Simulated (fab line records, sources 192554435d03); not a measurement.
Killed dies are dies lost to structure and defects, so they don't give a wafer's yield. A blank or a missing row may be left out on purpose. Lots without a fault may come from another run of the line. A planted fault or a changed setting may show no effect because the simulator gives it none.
Chamber matching | flow n5_finfet | N5_BEOL_M5_ILD_DEP_00 on pecvd-04: 3 sister chambers
The step deposits SiCOH lowk from DEMS/porogen, target thk 140.64 nm, time 25.9 s. 14 wafers are shown with their chamber, then 7 later ones without.

WAFERS WITH THEIR CHAMBER
wafer  | chamber | heater_power_w (W) | heater_power_outer_w (W) | throttle_valve_pct (%)
L077.1 | 1       | 398                | 205                      | 14.0
L077.2 | 0       | 301                | 143                      | 14.3
L077.5 | 2       | 303                | 154                      | 13.4
L080.1 | 0       | 300                | 147                      | 13.9
L080.2 | 2       | 311                | 146                      | 13.8
L080.5 | 0       | 304                | 152                      | 14.0
L082.3 | 0       | 305                | 153                      | 13.8
L082.5 | 1       | 391                | 200                      | 13.8
L082.6 | 2       | 292                | 131                      | 13.4
L085.3 | 0       | 249                | 108                      | 14.1
L085.4 | 1       | 404                | 209                      | 14.2
L085.6 | 0       | 259                | 114                      | 13.8
L092.2 | 2       | 291                | 133                      | 13.6
L092.3 | 0       | 263                | 121                      | 13.9

SIGNATURES (means of the wafers above)
reading              | chamber 0 | chamber 1 | chamber 2 | scatter within a chamber
heater_power_w       | 283.00    | 397.67    | 299.25    | 19.1
heater_power_outer_w | 134.00    | 204.67    | 141.00    | 15.3
throttle_valve_pct   | 13.971    | 14.000    | 13.550    | 0.187
Rule: a wafer's distance from a chamber is the root of the sum, over the readings, of the square of ((its reading less the chamber's mean) divided by the reading's scatter). The wafer belongs to the nearest chamber; if the next one is less than 2 further off, it can't be placed. The scatter: the root of (the sum of the squares of (reading less its chamber's mean) over the shown wafers, divided by (wafers less chambers)).

WAFERS WITHOUT THEIR CHAMBER
wafer  | heater_power_w (W) | heater_power_outer_w (W) | throttle_valve_pct (%)
L092.4 | 270                | 122                      | 13.9
L087.3 | 271                | 127                      | 13.8
L087.4 | 278                | 135                      | 13.9
L087.6 | 342                | 159                      | 14.3
L091.1 | 278                | 129                      | 13.7
L091.3 | 309                | 156                      | 14.0
L091.4 | 291                | 132                      | 13.7

WHICH CHAMBER EACH WENT THROUGH
wafer  | from the rows above          | in truth
L092.4 | can't be placed: 0 or 2      | 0
L087.3 | can't be placed: 0 or 2      | 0
L087.4 | can't be placed: 0 or 2      | 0
L087.6 | can't be placed: 0 or 1 or 2 | 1
L091.1 | can't be placed: 0 or 2      | 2
L091.3 | can't be placed: 0 or 2      | 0
L091.4 | can't be placed: 2 or 0      | 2
Placed correctly: 0 of 7. Can't be placed from these rows: 7 (the true chamber is among the candidates in 7). Placed wrongly: 0.
